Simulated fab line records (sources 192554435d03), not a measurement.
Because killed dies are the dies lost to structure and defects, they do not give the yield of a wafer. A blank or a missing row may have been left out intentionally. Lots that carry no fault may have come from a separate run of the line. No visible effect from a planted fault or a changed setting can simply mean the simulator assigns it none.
Matching of chambers ; flow n5_finfet ; rie_diel-04 running N5_BEOL_M0_CUTY_ETCH_63: 4 sister chambers
The step etches SOC in N2/H2, target depth 82.7 nm, overetch 16.5 nm, time 124 s. 20 wafers are shown with their chamber, then 10 later ones without.

## WAFERS, EACH WITH ITS CHAMBER
wafer;chamber;showerhead_plenum_p_Torr (Torr);drypump_motor_current_A (A);throttle_valve_pct (%)
L077.2;2;2.64;5.42;18.03
L077.3;1;2.51;5.87;18.17
L077.5;3;2.66;5.24;18.19
L079.4;0;2.49;5.87;17.67
L079.5;3;2.65;5.25;18.20
L079.6;2;2.64;5.39;18.05
L082.3;2;2.64;5.43;18.03
L082.4;2;2.63;5.42;18.03
L082.6;3;2.65;5.25;18.21
L083.2;2;2.63;5.44;18.04
L083.3;0;2.48;5.88;17.67
L083.6;3;2.65;5.23;18.21
L085.2;0;2.48;5.85;17.70
L085.3;1;2.51;5.96;17.64
L085.4;3;2.65;5.24;18.23
L086.2;2;2.63;5.43;18.05
L086.3;0;2.48;5.85;17.70
L086.4;1;2.50;5.90;17.65
L090.3;0;2.48;5.86;17.72
L090.4;1;2.50;5.88;17.68

SIGNATURES (averages over the wafers above)
reading;chamber 0;chamber 1;chamber 2;chamber 3;scatter within a chamber
showerhead_plenum_p_Torr;2.4820;2.5050;2.6350;2.6520;0.00506
drypump_motor_current_A;5.8620;5.9025;5.4217;5.2420;0.0214
throttle_valve_pct;17.6920;17.7850;18.0383;18.2080;0.112
Rule: for each reading, subtract the chamber's mean from the wafer's reading, divide by that reading's scatter and square the result; add these up over the readings and take the root, which gives the wafer's distance from the chamber. If the next closest chamber is less than 2 further off than the closest, the wafer can't be placed; otherwise it belongs to the closest. The scatter is the square root of a quotient: the sum, over the shown wafers, of each reading's squared deviation from its chamber's mean, divided by wafers minus chambers.

## WAFERS MISSING THEIR CHAMBER
wafer;showerhead_plenum_p_Torr (Torr);drypump_motor_current_A (A);throttle_valve_pct (%)
L090.6;2.48;5.84;17.72
L092.1;2.47;5.86;17.71
L092.2;2.64;5.24;18.25
L092.3;2.50;5.88;17.68
L092.4;2.47;5.86;17.73
L092.5;2.64;5.24;18.26
L092.6;2.50;5.90;17.67
L094.2;2.62;5.42;17.69
L094.3;2.47;5.89;17.73
L094.4;2.64;5.23;18.26

## THE CHAMBER EACH PASSED THROUGH
wafer;from the rows above;in truth
L090.6;0;0
L092.1;0;0
L092.2;3;3
L092.3;can't be placed: 1 or 0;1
L092.4;0;0
L092.5;3;3
L092.6;1;1
L094.2;2;2
L094.3;0;0
L094.4;3;3
Correctly placed: 9 of 10. Cannot be placed on the basis of these rows: 1; the candidates contain the true chamber in 1. Number placed wrongly: 0.
